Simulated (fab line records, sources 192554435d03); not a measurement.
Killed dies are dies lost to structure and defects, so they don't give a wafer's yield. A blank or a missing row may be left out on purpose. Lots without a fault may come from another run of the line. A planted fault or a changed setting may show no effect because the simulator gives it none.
Which tool did it? | flow n5_finfet | 10 lots, 28 wafers sampled, at 2 steps of a route of 1938

WHAT THE GAUGES READ, wafer by wafer
N5_BEOL_M13_OVL_MEAS_11. Usual: V12_OVL 2 nm, standard deviation 5.6.
lot  | measured     | on         | V12_OVL (nm) | flag
L582 | day 10 13:24 | overlay-02 | -6 2 -3      |
L584 | day 11 17:29 | overlay-02 | 7 2 -2       |
L585 | day 11 20:41 | overlay-02 | -2 7 5       |
L586 | day 11 23:11 | overlay-01 | 0 -5 1       |
L592 | day 13 08:59 | overlay-01 | -1 11        |
L594 | day 13 12:23 | overlay-02 | 5 5 8        |
L593 | day 14 01:49 | overlay-02 | 10 8         |
L595 | day 14 02:10 | overlay-02 | -7 4 5       |
L596 | day 14 08:05 | overlay-01 | 7 2 1        |
L602 | day 16 03:22 | overlay-01 | 2 7 4        |

WHICH TOOL RAN EACH LOT (tool, then ch and the chambers of the sampled wafers, then the start)
lot  | N5_BEOL_M12_DEP_53
L582 | pecvd-01 ch 0,1,2, day 10 12:44
L584 | pecvd-01 ch 0,1, day 11 16:52
L585 | pecvd-03 ch 0,1,2, day 11 20:05
L586 | pecvd-03 ch 1,2, day 11 22:28
L592 | pecvd-04 ch 1,2, day 13 08:23
L594 | pecvd-01 ch 0,1, day 13 11:39
L593 | pecvd-04 ch 1,2, day 14 01:09
L595 | pecvd-03 ch 0,1, day 14 01:25
L596 | pecvd-04 ch 1,2, day 14 07:20
L602 | pecvd-04 ch 0,1,2, day 16 02:38
- N5_BEOL_M12_DEP_53: deposits SiCN from 3MS/NH3, target thk 30 nm, time 10.5 s.

WHAT THE TOOLS THEMSELVES READ (means of the sampled wafers that have a number; where no wafer has one, the mark that the record gives instead)
N5_BEOL_M12_DEP_53. Usual: chamber_pressure_Torr 3.000 Torr, standard deviation 0.006; rf_fwd_power_W 664 W, standard deviation 3.8; showerhead_plenum_p_Torr 4.163 Torr, standard deviation 0.019; throttle_valve_pct 18.1 %, standard deviation 1.3.
lot  | tool     | chamber_pressure_Torr (Torr) | rf_fwd_power_W (W) | showerhead_plenum_p_Torr (Torr) | throttle_valve_pct (%) | flag
L582 | pecvd-01 | 3.001                        | 660                | 4.161                           | 18.5                   |
L584 | pecvd-01 | 2.997                        | 659                | 4.144                           | 19.0                   |
L585 | pecvd-03 | 2.999                        | 662                | 4.170                           | 18.1                   |
L586 | pecvd-03 | 3.000                        | 664                | 4.181                           | 16.6                   |
L592 | pecvd-04 | 2.998                        | 668                | 4.171                           | 18.1                   |
L594 | pecvd-01 | 2.999                        | 661                | 4.143                           | 18.9                   |
L593 | pecvd-04 | 2.997                        | 666                | 4.168                           | 17.8                   |
L595 | pecvd-03 | 2.996                        | 662                | 4.166                           | 18.9                   |
L596 | pecvd-04 | 3.001                        | 664                | 4.171                           | 17.7                   |
L602 | pecvd-04 | 3.003                        | 669                | 4.164                           | 17.8                   |

THE ANSWER, worked out from the rows above alone
Rule: a lot is off if the mean of its wafers that have a number lies more than 3 standard deviations from the usual mean. A lot without any number at a reading at which 4 lots or more have one is off too. The other lots that the step has rows for count as sound. The gauges are gone through in route order, then the tools' own readings, and for those a lot's mean is taken as printed above. The first step at which some lot is off is used, and at that step the reading that is off furthest; a lot without a number counts as furthest.
No lot is off at any reading shown: from this, nothing can be told.

WHAT THE SIMULATOR HAD PUT IN
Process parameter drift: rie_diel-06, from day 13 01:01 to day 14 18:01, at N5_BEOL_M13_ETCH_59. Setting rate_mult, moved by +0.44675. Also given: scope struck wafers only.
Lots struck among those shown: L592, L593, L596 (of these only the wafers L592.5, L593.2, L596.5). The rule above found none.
